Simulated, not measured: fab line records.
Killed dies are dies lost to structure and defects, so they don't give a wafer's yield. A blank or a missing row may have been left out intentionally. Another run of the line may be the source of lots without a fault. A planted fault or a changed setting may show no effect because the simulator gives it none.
Problem report in the 8D (eight disciplines) form, filled by code ; flow n5 finfet ; the parts of the form that need people (team, actions taken, sign-off) are left out

== 1. THE ISSUE ==
Wafers without a fault read 62 s, standard deviation 3; time to endpoint s at N5_BEOL_M7_CMP_52 reads a mean of 29 s on 3 wafers belonging to 3 lots. That is -11 standard deviations from the usual mean.
The step: polishes, stops on SiCOH lowk, t overpolish 6.9 s, target thk 80 nm.
First observed at day 11 22:46: wafer L987.2, on cmp-02. At this step, 36 wafers from 13 lots have a number in the record. Rule for "out", or "out of limits": more than 4 standard deviations from the usual mean. The rest of the wafers with a number are treated as sound.

== 2. WHAT IT IS AND WHAT IT IS NOT ==
question;is;is not
which readings at this step;time to endpoint s;motor current A
which lots;L987, L990, L992;L100, L979, L980, L982, L983, L984, L986, L988, L998, L999
which wafers of those lots;L987.2, L990.2, L992.2;L987.4, L987.6, L990.1, L990.3, L992.1
read on which tools;cmp-02, cmp-03, cmp-04;-
when;from day 11 22:46;"up to then (23 sound wafers); but 10 sound wafers of L100, L990, L992, L998, L999 came after"

== 3. SUSPECTS, AND WHAT RULES EACH OUT ==
Counting: if a tool at a process step up to the reading ran every lot that is out, it stays a suspect. Sound lots after the first of them don't rule it out here, since some wafers of a struck lot are sound.
- ecd cu-02 at N5_BEOL_M7_ECD_50 (material Cu, target thk 300 nm): kept. It ran every lot that is out, first L987 (day 11 22:22); its last sound lot up to then is L988 (day 11 20:23).
Remaining after the count: ecd cu-02 at N5_BEOL_M7_ECD_50.

== 4. THE CAUSE (what the simulator had put in) ==
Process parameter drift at N5_BEOL_M7_ECD_50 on ecd cu-02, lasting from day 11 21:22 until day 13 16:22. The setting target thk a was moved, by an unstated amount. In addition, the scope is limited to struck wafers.
Counting left only this tool.

== 5. THE CHAIN OF EFFECTS, in route order ==
Rows list readings where the struck wafers' mean (over those with a number) sits beyond 3 standard deviations from the usual. Readings are gone through only where the record gives a usual standard deviation; hours: the median, over the lots, of the time from a lot's start at the first step in this table giving one to that lot's start at this step; sigmas: the change measured in usual standard deviations.
hours;step;reading;usual;on struck wafers;change;sigmas
0;N5_BEOL_M7_CMP_52;time to endpoint s;62 s;29;-33;-11
It contains these process steps:
- N5_BEOL_M7_CMP_52: polishes, stops on SiCOH lowk, t overpolish 6.9 s, target thk 80 nm.
Later steps that measure or inspect, where all struck wafers having a row at the step show a number for every such reading and not one has moved that far: N5_BEOL_M7_THK_MEAS_53.

== 6. HOW IT WOULD HAVE BEEN CAUGHT EARLIER ==
In this record the first reading out of limits was taken at day 11 22:46, 1 hour after the fault began at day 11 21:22.
Among the 3 lots that are out, L990, L992 began N5_BEOL_M7_ECD_50 on ecd cu-02 after day 11 22:46. A hold on the tool at that time would have spared those 2.
